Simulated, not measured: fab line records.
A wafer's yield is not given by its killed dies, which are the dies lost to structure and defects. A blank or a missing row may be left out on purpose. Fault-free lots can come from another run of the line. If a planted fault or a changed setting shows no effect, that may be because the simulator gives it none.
Chamber matching :: flow nand-harc :: 3 sister chambers for NHARC_P_M0_PRE_CLEAN_31 on pecvd-03
The step time 12 s. 22 wafers are shown with their chamber, then 11 later ones without.

== WAFERS PAIRED WITH THEIR CHAMBERS ==
wafer: L074.3
chamber: 1
heater-power-w (W): 586
susceptor-temp-C (C): 369.91

wafer: L074.5
chamber: 2
heater-power-w (W): 589
susceptor-temp-C (C): 369.94

wafer: L074.6
chamber: 0
heater-power-w (W): 628
susceptor-temp-C (C): 369.70

wafer: L075.2
chamber: 1
heater-power-w (W): 606
susceptor-temp-C (C): 369.66

wafer: L075.4
chamber: 1
heater-power-w (W): 603
susceptor-temp-C (C): 370.13

wafer: L075.5
chamber: 0
heater-power-w (W): 617
susceptor-temp-C (C): 370.32

wafer: L076.1
chamber: 0
heater-power-w (W): 578
susceptor-temp-C (C): 369.59

wafer: L076.3
chamber: 1
heater-power-w (W): 587
susceptor-temp-C (C): 369.95

wafer: L076.4
chamber: 1
heater-power-w (W): 590
susceptor-temp-C (C): 370.05

wafer: L077.1
chamber: 1
heater-power-w (W): 654
susceptor-temp-C (C): 370.08

wafer: L077.4
chamber: 0
heater-power-w (W): 607
susceptor-temp-C (C): 369.93

wafer: L077.5
chamber: 1
heater-power-w (W): 645
susceptor-temp-C (C): 370.18

wafer: L080.2
chamber: 1
heater-power-w (W): 658
susceptor-temp-C (C): 370.03

wafer: L080.3
chamber: 2
heater-power-w (W): 529
susceptor-temp-C (C): 370.02

wafer: L080.4
chamber: 2
heater-power-w (W): 536
susceptor-temp-C (C): 369.95

wafer: L086.1
chamber: 2
heater-power-w (W): 529
susceptor-temp-C (C): 369.90

wafer: L086.3
chamber: 0
heater-power-w (W): 640
susceptor-temp-C (C): 369.96

wafer: L086.4
chamber: 2
heater-power-w (W): 537
susceptor-temp-C (C): 369.87

wafer: L087.1
chamber: 0
heater-power-w (W): 630
susceptor-temp-C (C): 369.99

wafer: L087.5
chamber: 1
heater-power-w (W): 638
susceptor-temp-C (C): 370.06

wafer: L087.6
chamber: 2
heater-power-w (W): 530
susceptor-temp-C (C): 370.20

wafer: L088.1
chamber: 0
heater-power-w (W): 613
susceptor-temp-C (C): 369.98

SIGNATURES, as means of the wafers listed above
reading: heater-power-w
chamber 0: 616.14
chamber 1: 618.56
chamber 2: 541.67
scatter within a chamber: 25.5

reading: susceptor-temp-C
chamber 0: 369.9243
chamber 1: 370.0056
chamber 2: 369.9800
scatter within a chamber: 0.176
Rule: for a wafer and a chamber, the distance is found by dividing, reading by reading, the gap between the wafer's reading and the chamber's mean by the reading's scatter, squaring, summing and taking the root. If the next closest chamber is less than 2 further off than the closest, the wafer can't be placed; otherwise it belongs to the closest. The scatter is the square root of a quotient: the sum, over the shown wafers, of each reading's squared deviation from its chamber's mean, divided by wafers minus chambers.

== WAFERS MISSING THEIR CHAMBER ==
wafer: L088.5
heater-power-w (W): 606
susceptor-temp-C (C): 369.96

wafer: L088.6
heater-power-w (W): 655
susceptor-temp-C (C): 370.35

wafer: L089.1
heater-power-w (W): 633
susceptor-temp-C (C): 370.06

wafer: L089.3
heater-power-w (W): 606
susceptor-temp-C (C): 369.77

wafer: L089.6
heater-power-w (W): 607
susceptor-temp-C (C): 370.05

wafer: L093.2
heater-power-w (W): 553
susceptor-temp-C (C): 369.75

wafer: L093.4
heater-power-w (W): 645
susceptor-temp-C (C): 369.65

wafer: L093.5
heater-power-w (W): 541
susceptor-temp-C (C): 369.73

wafer: L097.1
heater-power-w (W): 600
susceptor-temp-C (C): 369.92

wafer: L097.4
heater-power-w (W): 638
susceptor-temp-C (C): 369.75

wafer: L097.5
heater-power-w (W): 604
susceptor-temp-C (C): 370.13

== EACH ONE'S CHAMBER ==
wafer: L088.5
from the rows above: can't be placed: 0 or 1
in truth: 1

wafer: L088.6
from the rows above: can't be placed: 1 or 0
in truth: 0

wafer: L089.1
from the rows above: can't be placed: 1 or 0
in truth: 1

wafer: L089.3
from the rows above: can't be placed: 0 or 1 or 2
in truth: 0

wafer: L089.6
from the rows above: can't be placed: 1 or 0
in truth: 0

wafer: L093.2
from the rows above: can't be placed: 2 or 0 or 1
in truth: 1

wafer: L093.4
from the rows above: can't be placed: 0 or 1
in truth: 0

wafer: L093.5
from the rows above: can't be placed: 2 or 0 or 1
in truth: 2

wafer: L097.1
from the rows above: can't be placed: 0 or 1 or 2
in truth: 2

wafer: L097.4
from the rows above: can't be placed: 0 or 1
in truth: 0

wafer: L097.5
from the rows above: can't be placed: 1 or 0 or 2
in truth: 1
Correctly placed: 0 of 11. These rows do not allow placing 11 (true chamber among the candidates in 11). Placed wrongly: 0.
